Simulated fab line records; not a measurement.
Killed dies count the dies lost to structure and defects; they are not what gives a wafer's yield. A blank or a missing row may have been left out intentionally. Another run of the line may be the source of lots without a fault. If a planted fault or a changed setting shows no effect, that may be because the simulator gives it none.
Chamber matching + flow nand-harc + rie-diel-13 running NHARC_A_STAIRCASE_DESCUM_291: 4 sister chambers
The step chemistry O2, time 3 s. 4 wafers are shown with their chamber, then 9 later ones without.

== EACH WAFER AND ITS CHAMBER ==
| wafer  | chamber | drypump-motor-current-A (A) |
|--------|---------|-----------------------------|
| L084.4 | 2       | 5.8                         |
| L086.2 | 3       | 5.0                         |
| L086.4 | 1       | 5.2                         |
| L086.5 | 0       | 6.4                         |

== WAFERS WITH NO CHAMBER GIVEN ==
| wafer  | drypump-motor-current-A (A) |
|--------|-----------------------------|
| L088.3 | 5.0                         |
| L088.4 | 5.2                         |
| L088.6 | 5.7                         |
| L091.1 | 5.0                         |
| L091.3 | 5.7                         |
| L091.4 | 6.4                         |
| L095.1 | 5.8                         |
| L095.4 | 5.2                         |
| L095.5 | 5.8                         |

== CHAMBER TAKEN BY EACH ==
| wafer  | from the rows above | in truth |
|--------|---------------------|----------|
| L088.3 | 3                   | 3        |
| L088.4 | 1                   | 1        |
| L088.6 | 2                   | 2        |
| L091.1 | 3                   | 3        |
| L091.3 | 2                   | 2        |
| L091.4 | 0                   | 0        |
| L095.1 | 2                   | 2        |
| L095.4 | 1                   | 1        |
| L095.5 | 2                   | 2        |
9 of 9 placed correctly. Number that these rows cannot place: 0. 0 placed wrongly.
How it was worked out, from the rows above alone: a wafer's distance from a chamber is the root of the sum, over the readings, of the square of ((its reading less the chamber's mean) divided by the reading's scatter). If the next closest chamber is less than 2 further off than the closest, the wafer can't be placed; otherwise it belongs to the closest. Each chamber's mean is taken over the wafers shown for it. The scatter (one wafer shown for each chamber): square how far every hidden wafer sits from the nearest shown wafer, average those squares and take the square root.
